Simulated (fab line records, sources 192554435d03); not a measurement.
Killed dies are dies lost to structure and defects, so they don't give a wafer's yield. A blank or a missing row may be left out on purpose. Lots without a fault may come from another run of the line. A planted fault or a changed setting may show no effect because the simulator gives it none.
One fault seen from 2 desks | flow n5_finfet | each desk has only its own numbers; what lay behind them comes last

THE TOOL OWNER'S DESK: cvd_co-02
The tool's own readings at N5_BEOL_M5_CO_CAP_78 (material Co, precursor CCTBA/H2, target thk 2 nm, time 102.1 s): means of the sampled wafers that have a number, for each lot that ran on this tool. A lot is out of limits, marked OUT, if its mean lies more than 4 standard deviations from the usual mean; the brackets give that distance.
Columns: A = heater_power_w at N5_BEOL_M5_CO_CAP_78, usual 227 W; B = run_length_s at N5_BEOL_M5_CO_CAP_78, usual 125.0 s
lot  | first seen here | A   | B
L403 | day 9 09:26     | 240 | 125.3
L411 | day 11 13:49    | 248 | 180.4 (+99 or more) OUT
L413 | day 11 15:44    | 223 | 166.6 (+85) OUT
L412 | day 11 17:46    | 240 | 207.9 (+99 or more) OUT
L425 | day 16 09:38    | 229 | 125.0
This desk's finding: out of limits on L411, L412, L413; first on L411, day 11 13:49 (run_length_s at N5_BEOL_M5_CO_CAP_78). In limits: L403, L425.

THE METROLOGY DESK
What the gauges read, lot by lot, whatever tool the lot ran on: means of the sampled wafers that have a number. A lot is out of limits, marked OUT, if its mean lies more than 4 standard deviations from the usual mean; the brackets give that distance.
Columns: A = M5_THK at N5_BEOL_M5_THK_MEAS_53, usual 61.6 nm
lot  | first seen here | A
L403 | day 9 09:22     | 62.8
L407 | day 10 02:09    | 61.6
L411 | day 11 13:44    | 61.3
L413 | day 11 15:39    | 61.8
L412 | day 11 17:41    | 61.6
L424 | day 15 09:29    | 61.4
L425 | day 16 09:31    | 62.9
This desk's finding: nothing out of limits on any of the 7 lots.

PUT TOGETHER
The tool owner's desk could have raised an alarm at day 11 13:49, on L411, L412, L413.
The metrology desk saw nothing out of limits.
The metrology desk has L411, L412, L413 on record, within its limits.
Of the lots named, all ran N5_BEOL_M5_CO_CAP_78 on cvd_co-02.

WHAT THE SIMULATOR HAD PUT IN
Process parameter drift: cvd_co-02, from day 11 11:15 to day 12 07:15, at N5_BEOL_M5_CO_CAP_78. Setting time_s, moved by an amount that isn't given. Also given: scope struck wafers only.
Lots struck among those shown: L411, L412, L413.
Hours from the fault's start to each desk's first reading out of limits: the tool owner's desk, 3.
